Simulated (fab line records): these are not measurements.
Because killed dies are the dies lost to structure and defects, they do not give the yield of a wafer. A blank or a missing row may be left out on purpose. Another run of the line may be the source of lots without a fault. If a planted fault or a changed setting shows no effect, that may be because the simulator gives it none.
Which tool was responsible?	flow nandHarc	36 wafers from 12 lots sampled at 5 of the route's 1302 steps

WHAT EACH GAUGE READ, for each wafer
NHARC_A_BONDPAD_INSPECT_23. Usual: rawDefectCount reads 525 (standard deviation 120).
lot	measured	on	rawDefectCount	flag
L927	day 23 03:33	defectInspect-01	424 384 468	
L932	day 25 00:10	defectInspect-02	761 749 613	
L931	day 25 04:34	defectInspect-01	521 615 547	
L938	day 28 00:54	defectInspect-01	537 446 424	
L940	day 28 20:10	defectInspect-01	511 588 436	
L941	day 28 20:30	defectInspect-02	772 845 586	
L942	day 28 21:08	defectInspect-01	469 571 706	
L943	day 29 21:34	defectInspect-02	415 440 421	
L946	day 30 13:13	defectInspect-02	515 600 527	
L945	day 30 16:39	defectInspect-02	456 357 466	
L950	day 32 03:17	defectInspect-01	499 577 475	
L949	day 32 13:56	defectInspect-01	522 434 412	

NHARC_END_SORT_01. Usual: defectLimitedYield 91.5 %, standard deviation 2.9; killedAtArray 53, standard deviation 20; killedAtOther 1, standard deviation 1.2; killedAtPeriphery 3.7, standard deviation 2.6; killedDies 58, standard deviation 20; killedOpen 3.5, standard deviation 1.8; killedShort 2.4, standard deviation 1.7; sort_bin_2_pct 3.1 %, standard deviation 1.3; sort_bin_3_pct 0.6 %, standard deviation 0.4; sort_bin_4_pct 4.9 %, standard deviation 1.7; sortNPass 619, standard deviation 20; sortRimYieldPct 92 %, standard deviation 4; sortYieldPct 91.5 %, standard deviation 2.9.
lot	measured	on	defectLimitedYield (%)	killedAtArray	killedAtOther	killedAtPeriphery	killedDies	killedOpen	killedShort	sort_bin_2_pct (%)	sort_bin_3_pct (%)	sort_bin_4_pct (%)	sortNPass	sortRimYieldPct (%)	sortYieldPct (%)	flag
L938	day 29 04:59	prober-02	0 0 0	60 52 60	611 621 607	6 4 10	677 677 677	3 5 3	5 0 3	94.1 95.9 93.1	0.6 0.4 0.3	5.3 3.7 6.6	0 0 0	0 0 0	0 0 0	OFF
L940	day 30 09:56	prober-01	0 0 0	53 68 64	621 600 612	3 9 1	677 677 677	2 4 2	1 2 4	94.2 93.2 93.5	1.2 0.7 0.4	4.6 6.1 6.1	0 0 0	0 0 0	0 0 0	OFF
L945	day 31 19:31	prober-01	91.0 93.4 93.2	55 43 44	2 0 0	4 2 2	61 45 46	2 4 3	2 0 0	3.5 3.2 2.4	0.4 0.1 0.1	5.0 3.2 4.3	616 632 631	96 97 97	91.0 93.4 93.2	

WHICH TOOL RAN EACH LOT (tool, then ch and the chambers of the sampled wafers, then the start)
lot	NHARC_THIN_TSV_CMP_01	NHARC_THIN_TSV_STRIP_62	NHARC_THIN_TSV_PVD_51
L927	cmp-04 ch 1,2, day 23 12:48	plasmaAsher-01 ch 0,1, day 23 16:36	pvdSputter-01, day 23 17:04
L932	cmp-03 ch 1,2,3, day 25 09:01	plasmaAsher-02 ch 0,1, day 25 13:03	pvdSputter-02, day 25 13:33
L931	cmp-02 ch 1,2,3, day 25 15:32	plasmaAsher-01 ch 0,1, day 25 19:27	pvdSputter-03, day 25 19:52
L938	cmp-04 ch 0,1, day 28 13:01	plasmaAsher-01 ch 1, day 28 17:37	pvdSputter-03, day 28 18:04
L940	cmp-02 ch 0,2,3, day 29 09:21	plasmaAsher-02 ch 0,1, day 29 13:21	pvdSputter-01, day 29 13:46
L941	cmp-02 ch 1,2,3, day 29 08:10	plasmaAsher-02 ch 0,1, day 29 12:07	pvdSputter-02, day 29 12:34
L942	cmp-04 ch 1,2,3, day 29 10:32	plasmaAsher-01 ch 0,1, day 29 14:20	pvdSputter-03, day 29 14:47
L943	cmp-02 ch 1,2, day 30 08:24	plasmaAsher-01 ch 0,1, day 30 12:31	pvdSputter-02, day 30 12:56
L946	cmp-03 ch 0,3, day 31 01:41	plasmaAsher-02 ch 0,1, day 31 05:48	pvdSputter-02, day 31 06:13
L945	cmp-04 ch 0,1,2, day 31 02:56	plasmaAsher-02 ch 0,1, day 31 06:51	pvdSputter-03, day 31 07:16
L950	cmp-03 ch 0,1,2, day 32 14:58	plasmaAsher-02 ch 0,1, day 32 18:55	pvdSputter-03, day 32 19:20
L949	cmp-04 ch 0,1,2, day 33 01:08	plasmaAsher-02 ch 0,1, day 33 05:07	pvdSputter-02, day 33 08:12
- NHARC_THIN_TSV_CMP_01: polishes.
- NHARC_THIN_TSV_STRIP_62: strips in N2/H2, time 20 s.
- NHARC_THIN_TSV_PVD_51: deposits Cu, target thk 100 nm.

AS READ BY THE TOOLS THEMSELVES (means over the sampled wafers that have a number; for cases with no such wafer, the mark the record gives instead)
NHARC_THIN_TSV_CMP_01. Usual: edgeZonePressureFrac 1.000, standard deviation 0.0049; motorCurrentA 11.8 A, standard deviation 1.2.
lot	tool	edgeZonePressureFrac	motorCurrentA (A)	flag
L927	cmp-04	1.002	10.1	
L932	cmp-03	1.005	11.1	
L931	cmp-02	1.001	11.7	
L938	cmp-04	1.003	11.1	
L940	cmp-02	1.001	12.1	
L941	cmp-02	0.997	11.4	
L942	cmp-04	1.000	11.6	
L943	cmp-02	1.000	12.1	
L946	cmp-03	1.001	11.8	
L945	cmp-04	1.003	10.8	
L950	cmp-03	1.003	11.3	
L949	cmp-04	1.003	11.2	

NHARC_THIN_TSV_STRIP_62. Usual: drypumpMotorCurrentA 5.9 A, standard deviation 0.35; heaterPowerW 320 W, standard deviation 19.
lot	tool	drypumpMotorCurrentA (A)	heaterPowerW (W)	flag
L927	plasmaAsher-01	5.5	311	
L932	plasmaAsher-02	6.0	346	
L931	plasmaAsher-01	5.8	304	
L938	plasmaAsher-01	6.2	290	
L940	plasmaAsher-02	5.9	320	
L941	plasmaAsher-02	5.9	329	
L942	plasmaAsher-01	5.5	315	
L943	plasmaAsher-01	5.5	317	
L946	plasmaAsher-02	5.9	327	
L945	plasmaAsher-02	6.1	318	
L950	plasmaAsher-02	6.0	316	
L949	plasmaAsher-02	6.0	316	

NHARC_THIN_TSV_PVD_51. Usual: chamberPressurePa 5.000 Pa, standard deviation 0.011; throttleValvePct 29.3 %, standard deviation 0.88.
lot	tool	chamberPressurePa (Pa)	throttleValvePct (%)	flag
L927	pvdSputter-01	5.003	30.0	
L932	pvdSputter-02	5.001	29.3	
L931	pvdSputter-03	5.004	30.2	
L938	pvdSputter-03	-	-	OFF
L940	pvdSputter-01	-	-	OFF
L941	pvdSputter-02	5.004	29.1	
L942	pvdSputter-03	4.999	29.7	
L943	pvdSputter-02	5.013	28.9	
L946	pvdSputter-02	5.005	29.0	
L945	pvdSputter-03	4.998	30.0	
L950	pvdSputter-03	5.014	29.2	
L949	pvdSputter-02	4.995	28.9	

THE ANSWER, worked out from the rows above alone
Rule: a lot counts as off when the mean over its wafers that have a number is more than 3 standard deviations away from the usual mean. Also off: a lot with no number at a reading for which 4 or more lots have one. The other lots that the step has rows for count as sound. First the gauges in route order, then the tools' own readings, where a lot's mean is used as printed above. The first step at which some lot is off is used, and at that step the reading that is off furthest; a lot without a number counts as furthest.
Off: L938, L940, at NHARC_END_SORT_01 (killedAtOther). Neither off nor sound, because the step has no rows for them: L927, L932, L931, L941, L942, L943, L946, L950, L949.
A tool fits if, at a process step before that reading, it ran every lot that is off, and no sound lot after the first of them. The gauges at NHARC_END_SORT_01 aren't tried: what is off there is off at NHARC_THIN_TSV_PVD_51 too, on other tools, and a gauge's error can't cause that. Of those tried, none fits.

WHAT THE SIMULATOR HAD INSERTED
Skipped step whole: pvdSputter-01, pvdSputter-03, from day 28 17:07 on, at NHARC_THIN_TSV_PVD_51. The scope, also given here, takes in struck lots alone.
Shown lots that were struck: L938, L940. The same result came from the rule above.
